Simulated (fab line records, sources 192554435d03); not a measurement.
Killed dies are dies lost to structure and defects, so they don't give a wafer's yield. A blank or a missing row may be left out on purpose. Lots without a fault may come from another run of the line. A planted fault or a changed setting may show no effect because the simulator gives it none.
fab line records | flow n5_finfet
record lots=4 wafers=12 last_day=16
route steps=1938 shown BEOL_M12@1647 BEOL_M13@1659 PASSIVATION@1936
lots that met no fault: from a run of the same line without faults
start_h: hours from the record's first day to the start of the lot's first wafer shown | wait_h: hours since the lot's step before | " the same as in the row above | L1.1+2: a row that stands for several wafers | - no value, or no start given | * or withheld: withheld | < > ~ a bound
route shown NAME@n: a module of which the file shows steps, and the number in the route of the first | usual: mean/standard deviation of fault-free wafers | same: alike in all rows | chamber/n: place in a boat | sites: the reading at each site | _std_site: their standard deviation | _edge_site: outer sites' mean less inner sites' | radius_mm: how far each site lies from the wafer's centre | mask NAME#n: copy n | behind: the tool/chamber that last shaped the wafer | hold: why the lot was held/for how many hours/how that ended | device: the transistor (n, p or np) that didn't switch | end of line: the same wafers' tests at the end of the route | a step without rows: its recipe alone | killed: dies lost to structure and defects at the first sort, not the wafer's yield | map: a wafer's dies, x killed, . not, _ none there
set.NAME: the setting as run; set.NAME@STEP: as run at that earlier step | model.NAME: the simulator's own value behind a step, which no gauge read
lots at some steps of the route; a table a step, a row a wafer
services: from which hour (start_h, from the record's first day; less than 0 if before it) a tool's chamber was out of use, for how many hours, and why
## steps
# step N5_BEOL_M12_PRE_CLEAN_42
# recipe gas=H2/He time_s=30 temp_c=250
# step N5_BEOL_M12_SPUTTER_43
# recipe material=TaN target_thk_a=150 temp_c=50 bias_v=168.6 power_w=15000 chamber_pressure_pa=0.12 time_s=24.19
# step N5_BEOL_M12_SPUTTER_44
# recipe material=Ta target_thk_a=100 temp_c=50 bias_v=80 power_w=15000 chamber_pressure_pa=0.07 time_s=16.13
# step N5_BEOL_M12_SPUTTER_45
# recipe material=Cu target_thk_a=800 temp_c=-20 bias_v=60 power_w=26000 chamber_pressure_pa=0.13 time_s=13.33
# step N5_BEOL_M12_ECD_47
# recipe material=Cu target_thk_a=7200
# step N5_BEOL_M12_ANNEAL_48
# recipe temp_c=225 time_s=90 ambient=N2
# step N5_BEOL_M12_CMP_49
# recipe stop_on=SiOC t_overpolish_s=20.6 down_force_psi=1 platen_rpm=50 clearing_platen_down_force_psi=1.5 clearing_platen_rpm=50 post_cmp_clean=cu_alkaline target_thk_nm=320 clearing_platen_pad_velocity_m_s=0.99484 pad_velocity_m_s=0.99484
# step N5_BEOL_M12_PRE_CLEAN_52
# recipe gas=NH3 time_s=15 temp_c=withheld rf_power_w=300
# step N5_BEOL_M12_DEP_53
# recipe material=SiCN target_thk_a=300 temp_c=withheld precursor=3MS/NH3 pressure_torr=3 rf_w=675 time_s=10.5
# step N5_BEOL_M13_ILD_DEP_00
# recipe material=SiOC target_thk_a=8379.2 temp_c=350 precursor=DEMS/O2 pressure_torr=5 rf_w=500 time_s=166.4
# usual heater_power_outer_w=237/47 heater_power_w=460/65 run_length_s=211.2/0.48 showerhead_plenum_p_Torr=5.695/0.018 showerhead_vpp_V=1378/96 throttle_valve_pct=11.7/0.56
# columns lot.wafer tool chamber start_h wait_h heater_power_outer_w heater_power_w run_length_s showerhead_plenum_p_Torr showerhead_vpp_V throttle_valve_pct model.SiOC_of_BEOL_M13_ILD_DEP_00.thk_nm
L988.2 pecvd-02 1 231.51 0.0 271 535 210.9 5.726 1407 12.5 839
L988.3 " 1 " " 205 420 211.0 5.715 1411 12.6 847.6
L988.5 " 0 " " 305 550 211.5 5.694 1341 12.0 840.8
L992.2 pecvd-02 0 272.17 0.0 279 525 205.7 5.695 1349 11.5 812.6
L992.5 " 1 " " 269 519 211.0 5.708 1441 12.8 863
L992.6 " 0 " " 215 462 211.1 5.714 1333 11.4 857.4
L994.1 pecvd-02 0 281.85 0.0 277 524 211.2 5.703 1333 11.5 847.6
L994.3 " 1 " " 271 526 206.5 5.691 1418 12.7 814.8
L994.5 " 1 " " 201 423 211.2 5.711 1421 12.5 859.6
L104.1 pecvd-02 0 350.36 0.0 246 487 211.4 5.709 1351 11.6 835.6
L104.3 " 1 " " 281 520 211.5 5.714 1428 12.3 847
L104.5 " 0 " " 273 524 211.7 5.689 1345 11.8 844.4
# step N5_BEOL_M13_COAT_58
# recipe resist=BARC temp_c=205 time_s=60 spin_rpm=1500 resist_thk_nm=89
# step N5_BEOL_M13_COAT_04
# recipe spin_rpm=1625 resist_thk_nm=400
# step N5_BEOL_M13_EBR_06
# recipe solvent=PGMEA ebr_width_mm=1.5
# step N5_BEOL_M13_SOFTBAKE_05
# recipe temp_c=130 time_s=60
# step N5_BEOL_M13_EXPOSE_07
# recipe mask_id=V12 na=0.93 source_shape=conventional sigma_outer=0.6 polarization=unpolarized attpsm_phase_deg=180 dose_mj=24.8
# step N5_BEOL_M13_PEB_08
# recipe peb_temp_c=130 peb_time_s=90
# step N5_BEOL_M13_DEVELOP_09
# recipe develop_time_s=45 rinse_liquid=diw dry=air_spin dev_temp_c=21
# step N5_BEOL_M13_HARDBAKE_14
# recipe temp_c=130 time_s=120
# step N5_BEOL_M13_DESCUM_15
# recipe chemistry=O2 time_s=7.9 source_power_w=50 bias_power_w=20 pressure_mtorr=20 rf_frequency_hz=2.712e+07 temp_c=40 o2_flow_sccm=225
# step N5_BEOL_M13_ETCH_59
# recipe chemistry=N2/H2 target=BARC target_depth_a=890 overetch_a=267 time_s=67.9 ion_energy_ev=200 pressure_mtorr=30 source_w=840 bias_w=150 n2_flow_sccm=200 h2_flow_sccm=200
# step N5_BEOL_M13_VIA_ETCH_16
# recipe chemistry=C4F8/O2/Ar target=SiOC pressure_mtorr=30 source_w=3000 bias_w=700 Ar_flow_sccm=400 C4F8_flow_sccm=15 O2_flow_sccm=8 he_inner_torr=15 he_outer_torr=30 target_depth_a=9217 time_s=withheld ion_energy_ev=250 ends=cleared
# usual drypump_motor_current_A=5.8/0.56 oes_product_au=0.76/0.076 rf_vpp_V=667/3 showerhead_plenum_p_Torr=3.46/0.095 throttle_valve_pct=24.14/0.26
# columns lot.wafer tool chamber start_h wait_h drypump_motor_current_A oes_product_au rf_vpp_V showerhead_plenum_p_Torr throttle_valve_pct model.etch.depth_nm model.coat_of_BEOL_M13_COAT_04.thk_nm
L988.2 rie_diel-04 2 232.20 0.0 5.7 0.61 668 3.52 24.29 839 68.6
L988.3 " 0 " " 5.4 0.86 668 3.48 24.35 847.6 67.4
L988.5 " 3 " " 5.5 0.81 671 3.62 23.79 840.9 71
L992.2 rie_diel-02 2 272.98 0.0 6.7 0.72 667 3.44 24.53 812.6 77.8
L992.5 " 2 " " 6.7 0.72 665 3.44 24.53 863 62.4
L992.6 " 3 " " 6.5 0.68 665 3.40 24.35 857.5 63.8
L994.1 rie_diel-04 1 282.61 0.0 5.3 0.84 666 3.50 23.88 847.5 67.8
L994.3 " 0 " " 5.4 0.83 667 3.47 24.37 814.7 78
L994.5 " 1 " " 5.3 0.84 668 3.50 23.88 859.6 62.6
L104.1 rie_diel-04 2 351.11 0.0 5.7 0.84 667 3.51 23.93 835.6 68.4
L104.3 " 1 " " 5.3 0.79 667 3.49 23.90 847 67.6
L104.5 " 2 " " 5.7 0.84 668 3.51 23.94 844.4 65.8
# step N5_BEOL_M13_STRIP_63
# recipe chemistry=N2/H2 power_w=1000 temp_c=250 h2_frac=0.65 overash_fraction=0.3 pressure_mtorr=1000 n2_flow_sccm=1750 h2_flow_sccm=3250
# step N5_BEOL_M13_STRIP_64
# recipe chemistry=N2/H2 power_w=1000 temp_c=250 h2_frac=0.65 overash_fraction=0.3 pressure_mtorr=withheld n2_flow_sccm=1750 h2_flow_sccm=3250
# step N5_BEOL_M13_STRIP_71
# recipe chemistry=post_etch_residue_remover time_s=60 temp_c=25 remover_ph=withheld remover_water_wt_pct=withheld remover_fluoride_wt_pct=withheld
# step N5_BEOL_M13_SRD_72
# recipe time_s=30 temp_c=23 rinse_liquid=diw dry=n2_spin spin_rpm=1500 dry_time_s=30
# step N5_BEOL_M13_COAT_65
# recipe resist=SOC temp_c=250 time_s=60 spin_rpm=1500 resist_thk_nm=350
# step N5_BEOL_M13_COAT_66
# recipe resist=SiARC temp_c=220 time_s=60 spin_rpm=1500 resist_thk_nm=110
# step N5_BEOL_M13_COAT_22
# recipe spin_rpm=2888 resist_thk_nm=300
# step N5_BEOL_M13_EBR_24
# recipe solvent=PGMEA ebr_width_mm=1.5
# step N5_BEOL_M13_SOFTBAKE_23
# recipe temp_c=130 time_s=60
# step N5_BEOL_M13_EXPOSE_25
# recipe mask_id=M13 na=0.93 source_shape=conventional sigma_outer=0.4 polarization=unpolarized target_cd_nm=210 dose_mj=22
# step N5_BEOL_M13_PEB_26
# recipe peb_temp_c=130 peb_time_s=90
# step N5_BEOL_M13_DEVELOP_27
# recipe develop_time_s=45 rinse_liquid=diw dry=air_spin dev_temp_c=21
# step N5_BEOL_M13_HARDBAKE_32
# recipe temp_c=130 time_s=120
# step N5_BEOL_M13_CMP_49
# recipe stop_on=SiOC t_overpolish_s=17.1 down_force_psi=1 platen_rpm=50 clearing_platen_down_force_psi=1.5 clearing_platen_rpm=50 post_cmp_clean=cu_alkaline target_thk_nm=420 clearing_platen_pad_velocity_m_s=0.99484 pad_velocity_m_s=0.99484
# usual barrier_field_endpoint_s=30.5/0.81 clearing_platen_down_force_psi=1.500/0.003 edge_zone_pressure_frac=1.001/0.0048 motor_current_A=6.0/0.56 overpolish_run_s=17.101/0.0088 platen_rpm=49.99/0.034 retaining_ring_pressure_frac=1.000/0.0051
# columns lot.wafer tool chamber start_h wait_h barrier_field_endpoint_s clearing_platen_down_force_psi edge_zone_pressure_frac motor_current_A overpolish_run_s platen_rpm retaining_ring_pressure_frac model.SiOC_of_BEOL_M13_ILD_DEP_00.thk_nm
L988.2 cmp-03 1 236.48 0.2 31.1 1.503 0.994 6.6 17.094 49.99 0.995 781.8
L988.3 " 3 " " 29.9 1.500 1.000 5.7 17.101 50.00 0.999 790
L988.5 " 2 " " 32.3 1.499 1.001 6.6 17.109 49.95 0.996 783.2
L992.2 cmp-02 1 277.21 0.3 29.1 1.497 0.998 6.3 17.108 49.98 1.001 756
L992.6 " 2 " " 29.4 1.501 0.995 6.3 17.104 50.02 0.997 801
L992.5 " 3 " " 28.9 1.505 1.007 5.3 17.114 49.95 0.995 807.2
L994.3 cmp-02 0 286.69 0.3 29.5 1.499 1.005 5.2 17.103 50.00 1.009 756.4
L994.1 " 1 " " 28.5 1.500 0.993 5.9 17.103 49.90 0.995 790
L994.5 " 3 " " 29.0 1.502 1.007 5.2 17.109 50.03 1.003 800.4
L104.1 cmp-01 0 354.67 0.3 30.8 1.500 0.998 6.4 17.088 49.99 0.993 777.2
L104.3 " 1 " " 29.9 1.503 1.004 7.3 17.103 50.02 0.990 790.4
L104.5 " 3 " " 29.9 1.507 0.996 6.0 17.099 49.96 0.999 787
# step N5_PASSIVATION_PROBE_49
# usual defect_limited_yield=91.6/1.6 killed_at_M0_to_M3=31/10 killed_at_M4_up=14/6.3 killed_at_contacts=12/6.1 killed_at_front_end=39/12 killed_at_other=3.7/2.8 killed_dies=100/19 killed_open=66/14 killed_short=33/8.1 sort_bin_5_function=5.0/1.1 sort_bin_6_memory=3.2/0.66 sort_n_pass=1080/18 sort_yield_pct=91.6/1.6
# same gross_dies=1180 killed_at_back_side=0 sort_bin_4_leakage[%]=0 sort_bin_8_speed[%]=0
# columns lot.wafer tool chamber start_h wait_h defect_limited_yield[%] killed_at_M0_to_M3 killed_at_M4_up killed_at_contacts killed_at_front_end killed_at_other killed_dies killed_open killed_short sort_bin_5_function[%] sort_bin_6_memory[%] sort_n_pass sort_yield_pct[%]
L988.2 prober-01 - 264.12 0.1 92.7 24 7 14 40 1 86 61 25 4.1 3.1 1094 92.7
L988.3 prober-01 - 264.17 0.1 91.4 34 7 11 47 2 101 71 29 4.8 3.5 1079 91.4
L988.5 prober-01 - 264.27 0.2 91.9 37 13 22 22 2 96 65 31 4.7 3.2 1084 91.9
# killed by level:class
L988.2 FIN_SAQP:geometric_particle:open=14 MOL_CONTACT_COAG:geometric_particle:open=13 DUMMY_GATE:geometric_particle:open=7 BEOL_M2:geometric_particle:open=6 BEOL_M3:geometric_particle:open=6 FIN_SAQP:geometric_particle:short=5 STI_FIN_REVEAL:geometric_particle:open=4 STARTING-WAFER:geometric_particle:short=3
L988.3 FIN_SAQP:geometric_particle:open=15 STI_FIN_REVEAL:geometric_particle:open=10 MOL_CONTACT_COAG:geometric_particle:open=8 BEOL_M1:geometric_particle:open=8 BEOL_M2:geometric_particle:open=8 BEOL_M3:geometric_particle:open=5 FIN_SAQP:geometric_particle:short=4 BEOL_M0_SAQP:geometric_particle:short=4
L988.5 MOL_CONTACT_COAG:geometric_particle:open=14 BEOL_M2:geometric_particle:open=10 MOL_CONTACT_COAG:geometric_particle:short=8 BEOL_M0_SAQP:geometric_particle:short=7 BEOL_M1:geometric_particle:open=6 BEOL_M3:geometric_particle:open=5 FIN_SAQP:geometric_particle:open=4 STI_FIN_REVEAL:geometric_particle:open=4
## services
# columns tool chamber start_h hours kind
pecvd-02 2 208.45 6.7 repair
pecvd-02 2 215.16 - clean
pecvd-02 2 215.16 - consumable_replace:showerhead
pecvd-02 2 215.16 29.0 scheduled_down
pecvd-02 2 215.16 29.0 vent_cycle
pecvd-02 - 217.20 2.8 pm
cmp-03 - 219.00 2.2 repair
rie_diel-04 1 220.95 - clean
rie_diel-04 1 220.95 - consumable_replace:focus_ring
rie_diel-04 1 220.95 21.6 scheduled_down
rie_diel-04 1 220.95 21.6 vent_cycle
cmp-01 - 221.34 4.7 pm
pecvd-02 1 235.00 3.7 repair
cmp-02 - 240.06 4.0 pm
rie_diel-04 2 265.06 - clean
rie_diel-04 2 265.06 - consumable_replace:focus_ring
rie_diel-04 2 265.06 27.9 scheduled_down
rie_diel-04 2 265.06 27.9 vent_cycle
pecvd-02 2 267.67 5.0 scheduled_down
cmp-03 - 299.53 7.0 pm
cmp-01 - 303.82 4.0 pm
cmp-01 - 320.38 5.9 pm
rie_diel-02 0 324.30 6.3 repair
cmp-02 - 350.29 3.3 repair
## key
first_sign step=N5_BEOL_M13_ILD_DEP_00 reading=run_length_s direction=down sigmas=10 usual=* struck=*
effect none on later readings
model_effect step=N5_BEOL_M13_ILD_DEP_00 value=SiOC_of_BEOL_M13_ILD_DEP_00.thk_nm without=839.3 struck=813.7
model_effect step=N5_BEOL_M13_VIA_ETCH_16 value=etch.depth_nm without=839.3 struck=813.7
model_effect step=N5_BEOL_M13_CMP_49 value=SiOC_of_BEOL_M13_ILD_DEP_00.thk_nm without=781.9 struck=756.2
met_at N5_BEOL_M13_ILD_DEP_00
struck_wafers L992.2,L994.3
onset_between 231.51 272.17
fault kind=process_parameter_drift tool=pecvd-02 chamber=- onset_h=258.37 steps=N5_BEOL_M13_ILD_DEP_00 channel=time_s offset=* shape=step end_h=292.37 scope=struck_wafers_only acts_in=* stated=*
